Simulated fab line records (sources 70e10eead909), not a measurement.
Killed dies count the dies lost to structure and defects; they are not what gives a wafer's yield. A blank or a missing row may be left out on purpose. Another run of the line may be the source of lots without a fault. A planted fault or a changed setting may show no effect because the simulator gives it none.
Comparing a struck lot with a sound one -- flow nand harc -- 15 steps out of a route of 1302
Sound: the wafers L801.1, L801.4, L801.6. Struck: wafers L816.1, L816.2, L816.3. The cause comes at the end.
At each step with rows: each side's tool, then ch and its chambers, then its first start. Under that, the readings that differ: sound wafers -- struck wafers -- difference of the means -- sigmas: that difference in standard deviations of wafers without a fault.
alike: readings whose means differ by less than 2 such deviations, and words and numbers that are the same on both sides. not compared: withheld readings, readings that some wafer has no value for, bounds like >300 that may hide the same value, and numbers for which the record gives no deviation and whose values overlap.
Wherever a step has rows on one side only, a row that says differs or no value, or a row with sigmas, the two part there. Numbers that don't overlap but have no deviation are shown without sigmas and don't part them. A reading missing from all wafers of one side parts the sides only when that side holds two or more wafers.

NHARC_A_CONTACT_CD_MEAS_08: target cd 200 nm.
  sound on cd sem-03 ch 0, day 22 08:41; struck on cd sem-02 ch 0, day 28 22:46
  alike: cd nm
NHARC_A_CONTACT_OVL_MEAS_09:
  sound on overlay-01, day 22 08:46; struck on overlay-02, day 28 22:51
reading,sound,struck,difference,sigmas
overlay x nm (nm),1.9 0.7 0.7,-0.3 -1.8 -0.9,-2.1,-2
  alike: overlay y nm
NHARC_A_CONTACT_INSPECT_10:
  sound on defect inspect-02, day 22 08:48; struck on defect inspect-02, day 28 22:53
  alike: raw defect count
NHARC_A_CONTACT_DESCUM_13: chemistry O2, time 3 s.
  sound on rie diel-13 ch 1,3, day 22 08:52; struck on rie diel-11 ch 0,1,2, day 28 22:57
  alike: drypump motor current A, o2 flow sccm, oes product au, rf vpp V, showerhead plenum p Torr, throttle valve pct
  not compared: rf hours counter h
NHARC_A_CONTACT_ETCH_88: etches the open film in CF4, target depth 39 nm, time 65 s.
  sound on rie diel-13 ch 0,2,3, day 22 09:01; struck on rie diel-11 ch 0,2,3, day 28 23:02
  alike: bias w, cf4 flow sccm, drypump motor current A, oes product au, rf fwd power W, rf vpp V, showerhead plenum p Torr, throttle valve pct
  not compared: rf hours counter h
then, 1 step without rows for these wafers: NHARC_A_CONTACT_ETCH_89 (etches the open film in N2/H2, target depth 260 nm, time 475.3 s).
NHARC_A_CONTACT_ETCH_30: etches the open film in CF4/CHF3, target depth 72.6 nm, time 36.3 s.
  sound on rie diel-13 ch 0,1,3; struck on rie diel-11 ch 0,1,2
  alike: bias w, cf4 flow sccm, drypump motor current A, oes product au, rf fwd power W, rf vpp V, showerhead plenum p Torr, throttle valve pct
  not compared: rf hours counter h
then, 1 step without rows for these wafers: NHARC_A_CONTACT_ETCH_31 (etches the open film in O2/COS, target depth 2800 nm, time 728 s).
NHARC_A_CONTACT_ETCH_134: etches the open film in C4F8/O2/Ar, time 140 s, target depth 700 nm.
  sound on har cap etch-03 ch 0, day 22 10:05; struck on har cap etch-02 ch 0,1, day 29 00:05
reading,sound,struck,difference,sigmas
oes air line au (a.u.),0.963 0.979 0.971,1.043 1.010 0.995,+0.045,+2
  alike: chamber pressure mTorr
  not compared: rf hours counter h
NHARC_A_CONTACT_ETCH_135: etches the open film in C4F8/O2/Ar, time 311 s, target depth 1912 nm.
  sound on har cap etch-03 ch 0, day 22 10:18; struck on har cap etch-02 ch 0,1, day 29 00:17
  alike: chamber pressure mTorr, oes air line au
  not compared: rf hours counter h
then, 2 steps without rows for these wafers: NHARC_A_CONTACT_ETCH_136 (etches the open film in C4F8/O2/Ar, time 311 s, target depth 1912 nm); NHARC_A_CONTACT_ETCH_137 (etches the open film in C4F8/O2/Ar, time 311 s, target depth 1912 nm).
NHARC_A_CONTACT_ETCH_138: etches the open film in C4F8/O2/Ar, time 311 s, target depth 1914 nm.
  sound on har cap etch-03 ch 0, day 22 11:07; struck on har cap etch-02 ch 0,1, day 29 01:05
  no value came back on the struck wafers for chamber pressure mTorr (mTorr), oes air line au (a.u.); on the sound wafers chamber pressure mTorr (mTorr) reads 20.028 19.986 19.987
  not compared: rf hours counter h
then, 1 step without rows for these wafers: NHARC_A_CONTACT_ETCH_139 (etches the open film in C4F8/O2/Ar, time 195 s, target depth 840 nm).
-- break in the record here, with 2 days between the starts of the struck wafers on either side (left off in module A_CONTACT, picked up again in module END, where the first step shown is number 1302 on the route) --
NHARC_END_SORT_01:
  only the struck wafers appear in the record here, on prober-02 ch 0 at day 31 04:08; the sound ones have no rows

WHERE THEY PART
First at NHARC_A_CONTACT_OVL_MEAS_09; last, within this record, at NHARC_END_SORT_01.

WHY: what the simulator had put in
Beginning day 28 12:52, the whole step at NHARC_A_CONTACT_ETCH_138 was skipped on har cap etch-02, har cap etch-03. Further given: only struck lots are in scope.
